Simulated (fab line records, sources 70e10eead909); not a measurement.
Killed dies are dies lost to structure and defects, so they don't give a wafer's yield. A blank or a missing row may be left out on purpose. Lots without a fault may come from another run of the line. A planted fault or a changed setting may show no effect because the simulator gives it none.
Chamber matching | flow nand_harc | NHARC_A_STAIRCASE_DESCUM_443 on rie_diel-06: 4 sister chambers
The step chemistry O2, time 3 s. 8 wafers are shown with their chamber, then 11 later ones without.

WAFERS WITH THEIR CHAMBER
wafer  | chamber | showerhead_plenum_p_Torr (Torr) | drypump_motor_current_A (A)
L080.3 | 0       | 1.87                            | 5.3
L080.6 | 1       | 1.98                            | 5.9
L082.1 | 2       | 1.95                            | 6.1
L082.5 | 2       | 1.95                            | 6.1
L084.2 | 3       | 1.99                            | 6.1
L084.3 | 1       | 1.97                            | 5.9
L084.6 | 3       | 1.99                            | 6.1
L084.1 | 0       | 1.87                            | 5.2

WAFERS WITHOUT THEIR CHAMBER
wafer  | showerhead_plenum_p_Torr (Torr) | drypump_motor_current_A (A)
L084.4 | 1.95                            | 6.2
L084.5 | 1.87                            | 5.2
L089.4 | 1.87                            | 5.2
L089.5 | 1.99                            | 6.1
L089.6 | 1.97                            | 5.8
L092.1 | 1.97                            | 5.9
L092.3 | 1.87                            | 5.2
L092.5 | 1.87                            | 5.2
L091.1 | 1.87                            | 5.2
L091.3 | 1.98                            | 6.1
L091.6 | 1.87                            | 5.2

WHICH CHAMBER EACH WENT THROUGH
wafer  | from the rows above | in truth
L084.4 | 2                   | 2
L084.5 | 0                   | 0
L089.4 | 0                   | 0
L089.5 | 3                   | 3
L089.6 | 1                   | 1
L092.1 | 1                   | 1
L092.3 | 0                   | 0
L092.5 | 0                   | 0
L091.1 | 0                   | 0
L091.3 | 3                   | 3
L091.6 | 0                   | 0
Placed correctly: 11 of 11. Can't be placed from these rows: 0. Placed wrongly: 0.
How it was worked out, from the rows above alone: a wafer's distance from a chamber is the root of the sum, over the readings, of the square of ((its reading less the chamber's mean) divided by the reading's scatter). The wafer belongs to the nearest chamber; if the next one is less than 2 further off, it can't be placed. A chamber's mean is the mean of its shown wafers. The scatter: the root of (the sum of the squares of (reading less its chamber's mean) over the shown wafers, divided by (wafers less chambers)).
